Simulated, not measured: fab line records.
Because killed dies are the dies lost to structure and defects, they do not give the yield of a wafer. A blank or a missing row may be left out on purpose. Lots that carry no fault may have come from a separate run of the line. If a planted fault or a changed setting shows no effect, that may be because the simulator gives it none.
A lot that was struck, set against a sound lot -- flow nand-harc -- 17 out of 1302 route steps
Sound: the wafers L482.2, L482.3, L482.6. Struck: wafers L478.3, L478.4. (L478.2 of the same lot was not struck and is left out.) The cause comes at the end.
Per side, at each step with rows, come the tool, then ch with its chambers, and then its first start. Under that, the readings that differ: sound wafers -- struck wafers -- difference of the means -- sigmas: that difference in standard deviations of wafers without a fault.
alike: same words and numbers on both sides, and readings whose means sit less than 2 such deviations apart. not compared: any withheld reading, any reading some wafer has no value for, any bound like >300 that may hide the same value, and any number with overlapping values for which the record gives no deviation.
Wherever a step has rows on one side only, a row that says differs or no value, or a row with sigmas, the two part there. Numbers that have no deviation but don't overlap get no sigmas and don't part them. A reading that every wafer of one side lacks parts them only if that side has two wafers or more.

NHARC_A_M0_OVL_MEAS_10: pitch 160 nm.
  sound on overlay-02, day 30 00:49; struck on overlay-01, day 28 02:01
  alike: overlay-x-nm, overlay-y-nm
NHARC_A_M0_INSPECT_11:
  sound on defect-inspect-02, day 30 00:51; struck on defect-inspect-01, day 28 02:02
  alike: raw-defect-count
NHARC_A_M0_DESCUM_14: chemistry O2, time 3 s.
  sound on rie-diel-09 ch 0,1,3, day 30 00:55; struck on rie-diel-01 ch 1,2, day 28 02:07
  alike: drypump-motor-current-A, oes-product-au, rf-vpp-V, showerhead-plenum-p-Torr, throttle-valve-pct
  not compared: rf-hours-counter-h
NHARC_A_M0_ETCH_34: etches the open film in N2/H2, target depth 40 nm, overetch 12 nm, time 43.94 s.
  sound on rie-diel-09 ch 0,1, day 30 01:00; struck on rie-diel-01 ch 1,2, day 28 02:11
  alike: drypump-motor-current-A, oes-product-au, rf-vpp-V, showerhead-plenum-p-Torr, throttle-valve-pct
  not compared: rf-hours-counter-h
NHARC_A_M0_ETCH_15: etches the open film in C4F8/Ar, target depth 150 nm, overetch 15 nm, time 82.5 s.
  sound on rie-diel-09 ch 0,1; struck on rie-diel-01 ch 1,2
  alike: oes-product-au, rf-vpp-V
  not compared: rf-hours-counter-h
NHARC_A_M0_CD_MEAS_16:
  sound on cd-sem-03, day 30 01:13; struck on cd-sem-02, day 28 02:25
  alike: cd-nm
NHARC_A_M0_STRIP_18: strips in N2/H2.
  sound on rie-diel-01 ch 0,1,3, day 30 01:19; struck on rie-diel-09 ch 0,1, day 28 02:30
  alike: drypump-motor-current-A, oes-product-au, rf-vpp-V, showerhead-plenum-p-Torr, throttle-valve-pct
  not compared: rf-hours-counter-h
then, 1 step without rows for these wafers: NHARC_A_M0_STRIP_19 (strips in post etch residue remover, time 600 s).
NHARC_A_M0_DEGAS_28: time 60 s.
  sound on pvd-sputter-02, day 30 01:50; struck on pvd-sputter-02, day 28 03:01
  alike: heater-power-w
then, 3 steps without rows for these wafers: NHARC_A_M0_PRE_CLEAN_29 (time 30 s); NHARC_A_M0_PVD_20 (deposits TaN, target thk 5 nm, time 8.06 s); NHARC_A_M0_PVD_21 (deposits Cu, target thk 30 nm, time 20.49 s).
NHARC_A_M0_ECD_22: material Cu, target thk 400 nm.
  sound on ecd-cu-02 ch 1, day 30 02:11; struck on ecd-cu-01 ch 0,1, day 28 03:26
then, 1 step without rows for these wafers: NHARC_A_M0_ANNEAL_30 (time 90 s).
NHARC_A_M0_CMP_23: polishes, t overpolish 20 s, target thk 113.75 nm.
  sound on cmp-04 ch 0,1,2, day 30 02:58; struck on cmp-01 ch 0,1, day 28 04:06
reading,sound,struck,difference,sigmas
time-to-endpoint-s (s),30 27 36,13 8,-20,-6
  alike: motor-current-A
NHARC_A_M0_THK_MEAS_24: measures by xrf.
  sound on film-metro-01, day 30 03:13; struck on film-metro-01, day 28 04:25
  alike: thk-nm
NHARC_END_SORT_01:
  sound on prober-01 ch 0, day 31 18:55; struck on prober-01 ch 0, day 29 19:09
  alike: defect-limited-yield, killed-at-array, killed-at-other, killed-at-periphery, killed-dies, killed-open, killed-short

## WHERE THEY PART
NHARC_A_M0_CMP_23 only, going by this record. Later steps at which nothing parts them and some readings are alike: NHARC_A_M0_THK_MEAS_24, NHARC_END_SORT_01.

WHY: whatever the simulator had introduced
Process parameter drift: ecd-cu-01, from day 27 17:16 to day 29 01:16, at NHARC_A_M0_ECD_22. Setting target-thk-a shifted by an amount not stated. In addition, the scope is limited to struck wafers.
